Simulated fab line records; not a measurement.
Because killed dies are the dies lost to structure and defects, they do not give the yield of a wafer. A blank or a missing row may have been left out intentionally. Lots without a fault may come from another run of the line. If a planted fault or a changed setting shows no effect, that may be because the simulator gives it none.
The tool behind it: which one?    flow n5_finfet    at 1 step of a route of 1938, 6 lots with 18 wafers sampled

WHAT EACH GAUGE READ, for each wafer
N5_BEOL_M9_OVL_MEAS_12.
lot   measured      on          M9_OVL (nm)
L654  day 9 23:55   overlay-01  2.0 0.7 2.5
L658  day 10 18:44  overlay-01  -0.3 -0.7 -1.4
L661  day 11 07:42  overlay-01  -0.5 -0.2 -0.7
L663  day 11 23:04  overlay-01  -0.6 -0.4 -0.3
L666  day 12 20:49  overlay-02  1.5 0.2 1.4
L671  day 13 21:08  overlay-02  0.7 1.4 0.3

TOOL THAT RAN EACH LOT (tool first, then ch and the chambers of the sampled wafers, then the start)
The record holds no process step before these readings.

THE ANSWER, worked out from the rows above alone
Rule: the usual values come from the lots themselves. The widest of any qualifying gaps counts: lots, ordered by their means at a reading, are off when they make up no more than a third of the lots, leave a main group of 4 or more, and stand apart from it by 3 or more times the standard deviation of that group's means. Not used: any main group whose means are identical at the precision the tables above print for the reading. Also off: a lot with no number at a reading for which 4 or more lots have one. Any other lot the step has rows for is counted as sound.
No lot is off at any reading shown: from this, nothing can be told.

WHAT THE SIMULATOR HAD INSERTED
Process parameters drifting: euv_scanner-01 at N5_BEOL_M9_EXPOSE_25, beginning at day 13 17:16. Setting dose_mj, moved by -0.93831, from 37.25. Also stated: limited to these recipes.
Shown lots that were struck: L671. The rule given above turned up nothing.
